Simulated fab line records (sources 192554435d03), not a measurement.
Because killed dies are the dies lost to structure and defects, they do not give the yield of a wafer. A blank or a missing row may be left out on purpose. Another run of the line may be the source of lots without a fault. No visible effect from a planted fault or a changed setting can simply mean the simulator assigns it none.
Which tool was responsible? || flow n5-finfet || Sampling: 12 lots, 36 wafers, 4 of 1938 route steps

== WHAT EACH GAUGE READ, for each wafer ==
N5_BEOL_M14_CD_MEAS_10: the cd target is 250 nm. Usual: cd-nm at 249.9 nm, with a standard deviation of 1.3.
{"lot": "L569", "measured": "day 11 09:49", "on": "cd-sem-03", "cd-nm (nm)": "249.7 251.3 250.4", "flag": ""}
{"lot": "L572", "measured": "day 12 13:38", "on": "cd-sem-03", "cd-nm (nm)": "251.3 249.4 250.1", "flag": ""}
{"lot": "L573", "measured": "day 12 19:16", "on": "cd-sem-02", "cd-nm (nm)": "249.0 249.5 251.0", "flag": ""}
{"lot": "L575", "measured": "day 12 23:29", "on": "cd-sem-03", "cd-nm (nm)": "251.1 250.2 250.0", "flag": ""}
{"lot": "L576", "measured": "day 13 18:26", "on": "cd-sem-01", "cd-nm (nm)": "251.2 250.8 249.3", "flag": ""}
{"lot": "L578", "measured": "day 14 11:55", "on": "cd-sem-03", "cd-nm (nm)": "252.0 250.9 250.2", "flag": ""}
{"lot": "L583", "measured": "day 15 05:40", "on": "cd-sem-01", "cd-nm (nm)": "248.7 249.3 249.3", "flag": ""}
{"lot": "L584", "measured": "day 15 09:14", "on": "cd-sem-03", "cd-nm (nm)": "249.0 249.1 250.7", "flag": ""}
{"lot": "L585", "measured": "day 15 22:49", "on": "cd-sem-02", "cd-nm (nm)": "250.4 250.9 250.2", "flag": ""}
{"lot": "L587", "measured": "day 16 03:01", "on": "cd-sem-01", "cd-nm (nm)": "250.6 250.3 249.3", "flag": ""}
{"lot": "L588", "measured": "day 16 04:05", "on": "cd-sem-03", "cd-nm (nm)": "250.9 251.8 251.1", "flag": ""}
{"lot": "L589", "measured": "day 16 23:35", "on": "cd-sem-01", "cd-nm (nm)": "249.7 250.7 250.7", "flag": ""}

== TOOL THAT RAN EACH LOT (tool first, then ch and the chambers of the sampled wafers, then the start) ==
{"lot": "L569", "N5_BEOL_M13_SPUTTER_45": "pvd-sputter-03, day 11 08:16", "N5_BEOL_M13_ANNEAL_48": "rtp-anneal-02 ch 0, day 11 08:35", "N5_BEOL_M14_COAT_58": "litho-track-01 ch 0, day 11 09:32"}
{"lot": "L572", "N5_BEOL_M13_SPUTTER_45": "pvd-sputter-01, day 12 10:46", "N5_BEOL_M13_ANNEAL_48": "rtp-anneal-02 ch 0, day 12 11:02", "N5_BEOL_M14_COAT_58": "litho-track-05 ch 0, day 12 12:10"}
{"lot": "L573", "N5_BEOL_M13_SPUTTER_45": "pvd-sputter-02, day 12 17:02", "N5_BEOL_M13_ANNEAL_48": "rtp-anneal-02 ch 0, day 12 18:02", "N5_BEOL_M14_COAT_58": "litho-track-01 ch 0, day 12 18:59"}
{"lot": "L575", "N5_BEOL_M13_SPUTTER_45": "pvd-sputter-03, day 12 21:48", "N5_BEOL_M13_ANNEAL_48": "rtp-anneal-02 ch 0, day 12 22:07", "N5_BEOL_M14_COAT_58": "litho-track-05 ch 0, day 12 23:05"}
{"lot": "L576", "N5_BEOL_M13_SPUTTER_45": "pvd-sputter-03, day 13 16:52", "N5_BEOL_M13_ANNEAL_48": "rtp-anneal-01 ch 0, day 13 17:11", "N5_BEOL_M14_COAT_58": "litho-track-01 ch 0, day 13 18:10"}
{"lot": "L578", "N5_BEOL_M13_SPUTTER_45": "pvd-sputter-01, day 14 10:19", "N5_BEOL_M13_ANNEAL_48": "rtp-anneal-01 ch 0, day 14 10:43", "N5_BEOL_M14_COAT_58": "litho-track-05 ch 0, day 14 11:38"}
{"lot": "L583", "N5_BEOL_M13_SPUTTER_45": "pvd-sputter-03, day 15 04:05", "N5_BEOL_M13_ANNEAL_48": "rtp-anneal-02 ch 0, day 15 04:23", "N5_BEOL_M14_COAT_58": "litho-track-05 ch 0, day 15 05:23"}
{"lot": "L584", "N5_BEOL_M13_SPUTTER_45": "pvd-sputter-01, day 15 07:17", "N5_BEOL_M13_ANNEAL_48": "rtp-anneal-02 ch 0, day 15 07:56", "N5_BEOL_M14_COAT_58": "litho-track-05 ch 0, day 15 08:50"}
{"lot": "L585", "N5_BEOL_M13_SPUTTER_45": "pvd-sputter-02, day 15 20:49", "N5_BEOL_M13_ANNEAL_48": "rtp-anneal-01 ch 0, day 15 21:26", "N5_BEOL_M14_COAT_58": "litho-track-05 ch 0, day 15 22:25"}
{"lot": "L587", "N5_BEOL_M13_SPUTTER_45": "pvd-sputter-02, day 16 01:17", "N5_BEOL_M13_ANNEAL_48": "rtp-anneal-01 ch 0, day 16 01:39", "N5_BEOL_M14_COAT_58": "litho-track-02 ch 0, day 16 02:37"}
{"lot": "L588", "N5_BEOL_M13_SPUTTER_45": "pvd-sputter-02, day 16 01:36", "N5_BEOL_M13_ANNEAL_48": "rtp-anneal-01 ch 0, day 16 02:41", "N5_BEOL_M14_COAT_58": "litho-track-01 ch 0, day 16 03:41"}
{"lot": "L589", "N5_BEOL_M13_SPUTTER_45": "pvd-sputter-02, day 16 21:49", "N5_BEOL_M13_ANNEAL_48": "rtp-anneal-02 ch 0, day 16 22:15", "N5_BEOL_M14_COAT_58": "litho-track-01 ch 0, day 16 23:19"}
- N5_BEOL_M13_SPUTTER_45: material Cu, target thk 80 nm, time 13.33 s.
- N5_BEOL_M13_ANNEAL_48: time 90 s.
- N5_BEOL_M14_COAT_58: time 60 s, resist thk 89 nm.

== WHAT THE TOOLS THEMSELVES READ (means of the sampled wafers that have a number; where no wafer has one, the mark that the record gives instead) ==
N5_BEOL_M13_SPUTTER_45. Usual: chamber-pressure-pa 0.12998 Pa, standard deviation 0.00024; substrate-temp-c -20.02 C, standard deviation 0.11; susceptor-temp-C -20.00 C, standard deviation 0.11; throttle-valve-pct 29.8 %, standard deviation 1.2.
{"lot": "L569", "tool": "pvd-sputter-03", "chamber-pressure-pa (Pa)": 0.12982, "substrate-temp-c (C)": -20.01, "susceptor-temp-C (C)": -19.91, "throttle-valve-pct (%)": 31.0, "flag": ""}
{"lot": "L572", "tool": "pvd-sputter-01", "chamber-pressure-pa (Pa)": 0.12991, "substrate-temp-c (C)": -20.03, "susceptor-temp-C (C)": -19.96, "throttle-valve-pct (%)": 29.2, "flag": ""}
{"lot": "L573", "tool": "pvd-sputter-02", "chamber-pressure-pa (Pa)": 0.13010, "substrate-temp-c (C)": -20.01, "susceptor-temp-C (C)": -20.02, "throttle-valve-pct (%)": 30.2, "flag": ""}
{"lot": "L575", "tool": "pvd-sputter-03", "chamber-pressure-pa (Pa)": 0.13008, "substrate-temp-c (C)": -20.03, "susceptor-temp-C (C)": -19.89, "throttle-valve-pct (%)": 30.2, "flag": ""}
{"lot": "L576", "tool": "pvd-sputter-03", "chamber-pressure-pa (Pa)": 0.13007, "substrate-temp-c (C)": -19.86, "susceptor-temp-C (C)": -20.03, "throttle-valve-pct (%)": 30.2, "flag": ""}
{"lot": "L578", "tool": "pvd-sputter-01", "chamber-pressure-pa (Pa)": 0.13000, "substrate-temp-c (C)": -20.07, "susceptor-temp-C (C)": -20.04, "throttle-valve-pct (%)": 29.0, "flag": ""}
{"lot": "L583", "tool": "pvd-sputter-03", "chamber-pressure-pa (Pa)": 0.13009, "substrate-temp-c (C)": -19.99, "susceptor-temp-C (C)": -20.10, "throttle-valve-pct (%)": 31.0, "flag": ""}
{"lot": "L584", "tool": "pvd-sputter-01", "chamber-pressure-pa (Pa)": 0.12976, "substrate-temp-c (C)": -20.07, "susceptor-temp-C (C)": -20.03, "throttle-valve-pct (%)": 29.2, "flag": ""}
{"lot": "L585", "tool": "pvd-sputter-02", "chamber-pressure-pa (Pa)": 0.13002, "substrate-temp-c (C)": -19.96, "susceptor-temp-C (C)": -20.04, "throttle-valve-pct (%)": 30.0, "flag": ""}
{"lot": "L587", "tool": "pvd-sputter-02", "chamber-pressure-pa (Pa)": 0.12996, "substrate-temp-c (C)": -20.01, "susceptor-temp-C (C)": -19.92, "throttle-valve-pct (%)": 30.3, "flag": ""}
{"lot": "L588", "tool": "pvd-sputter-02", "chamber-pressure-pa (Pa)": 0.12999, "substrate-temp-c (C)": -20.03, "susceptor-temp-C (C)": -19.95, "throttle-valve-pct (%)": 30.4, "flag": ""}
{"lot": "L589", "tool": "pvd-sputter-02", "chamber-pressure-pa (Pa)": 0.13003, "substrate-temp-c (C)": -20.12, "susceptor-temp-C (C)": -20.13, "throttle-valve-pct (%)": 29.8, "flag": ""}

N5_BEOL_M13_ANNEAL_48. Usual: wafer_temp_C_max at 225.77, with a standard deviation of 0.25.
{"lot": "L569", "tool": "rtp-anneal-02", "wafer_temp_C_max": 225.95, "flag": ""}
{"lot": "L572", "tool": "rtp-anneal-02", "wafer_temp_C_max": 226.07, "flag": ""}
{"lot": "L573", "tool": "rtp-anneal-02", "wafer_temp_C_max": 225.88, "flag": ""}
{"lot": "L575", "tool": "rtp-anneal-02", "wafer_temp_C_max": 225.80, "flag": ""}
{"lot": "L576", "tool": "rtp-anneal-01", "wafer_temp_C_max": 225.52, "flag": ""}
{"lot": "L578", "tool": "rtp-anneal-01", "wafer_temp_C_max": 225.41, "flag": ""}
{"lot": "L583", "tool": "rtp-anneal-02", "wafer_temp_C_max": 225.94, "flag": ""}
{"lot": "L584", "tool": "rtp-anneal-02", "wafer_temp_C_max": 225.91, "flag": ""}
{"lot": "L585", "tool": "rtp-anneal-01", "wafer_temp_C_max": 225.54, "flag": ""}
{"lot": "L587", "tool": "rtp-anneal-01", "wafer_temp_C_max": 225.60, "flag": ""}
{"lot": "L588", "tool": "rtp-anneal-01", "wafer_temp_C_max": 225.75, "flag": ""}
{"lot": "L589", "tool": "rtp-anneal-02", "wafer_temp_C_max": 225.90, "flag": ""}

N5_BEOL_M14_COAT_58. Usual: dispense-pressure-kPa 52.1 kPa, standard deviation 1.9; spin-speed-rpm 1499.9 rpm, standard deviation 0.9.
{"lot": "L569", "tool": "litho-track-01", "dispense-pressure-kPa (kPa)": 50.2, "spin-speed-rpm (rpm)": 1500.2, "flag": ""}
{"lot": "L572", "tool": "litho-track-05", "dispense-pressure-kPa (kPa)": 54.7, "spin-speed-rpm (rpm)": 1501.0, "flag": ""}
{"lot": "L573", "tool": "litho-track-01", "dispense-pressure-kPa (kPa)": 50.2, "spin-speed-rpm (rpm)": 1499.4, "flag": ""}
{"lot": "L575", "tool": "litho-track-05", "dispense-pressure-kPa (kPa)": 54.7, "spin-speed-rpm (rpm)": 1500.0, "flag": ""}
{"lot": "L576", "tool": "litho-track-01", "dispense-pressure-kPa (kPa)": 50.2, "spin-speed-rpm (rpm)": 1500.8, "flag": ""}
{"lot": "L578", "tool": "litho-track-05", "dispense-pressure-kPa (kPa)": 54.7, "spin-speed-rpm (rpm)": 1498.5, "flag": ""}
{"lot": "L583", "tool": "litho-track-05", "dispense-pressure-kPa (kPa)": 54.7, "spin-speed-rpm (rpm)": 1365.0, "flag": "OFF"}
{"lot": "L584", "tool": "litho-track-05", "dispense-pressure-kPa (kPa)": 54.7, "spin-speed-rpm (rpm)": 1365.6, "flag": "OFF"}
{"lot": "L585", "tool": "litho-track-05", "dispense-pressure-kPa (kPa)": 54.7, "spin-speed-rpm (rpm)": 1365.9, "flag": "OFF"}
{"lot": "L587", "tool": "litho-track-02", "dispense-pressure-kPa (kPa)": 52.6, "spin-speed-rpm (rpm)": 1501.4, "flag": ""}
{"lot": "L588", "tool": "litho-track-01", "dispense-pressure-kPa (kPa)": 50.3, "spin-speed-rpm (rpm)": 1500.5, "flag": ""}
{"lot": "L589", "tool": "litho-track-01", "dispense-pressure-kPa (kPa)": 50.3, "spin-speed-rpm (rpm)": 1499.5, "flag": ""}

== THE ANSWER, worked out from the rows above alone ==
Rule: lot off if the mean of its wafers having a number is beyond 3 standard deviations from the usual mean. Also off: a lot with no number at a reading for which 4 or more lots have one. The other lots that the step has rows for count as sound. Order of review: gauges by route order, followed by the tools' own readings, for which a lot's mean as printed above is used. At the first step where some lot is off, the reading lying furthest off is the one used; lots without a number count as furthest.
Off at N5_BEOL_M14_COAT_58 (spin-speed-rpm): L583, L584, L585.
If a tool, at that step or one of the process steps before it, ran each lot that is off and ran no sound lot following the first of them, it fits. One candidate fits, namely litho-track-05 at N5_BEOL_M14_COAT_58. A fault onset in the window from L578 (day 14 11:38, its last sound lot) to L583 (day 15 05:23, its first lot off) fits.
The tool's own readings at N5_BEOL_M14_COAT_58 bear it out: on the lots that are off they differ by more than 5 times the standard deviation of the sound lots' means. spin-speed-rpm reads 1365.5 rpm there against 1500.1 rpm on the sound lots.

== WHAT WAS PUT IN BY THE SIMULATOR ==
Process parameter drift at N5_BEOL_M14_COAT_58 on litho-track-05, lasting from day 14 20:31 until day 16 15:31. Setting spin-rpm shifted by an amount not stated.
Shown lots that were struck: L583, L584, L585. This agrees with what the rule above found.
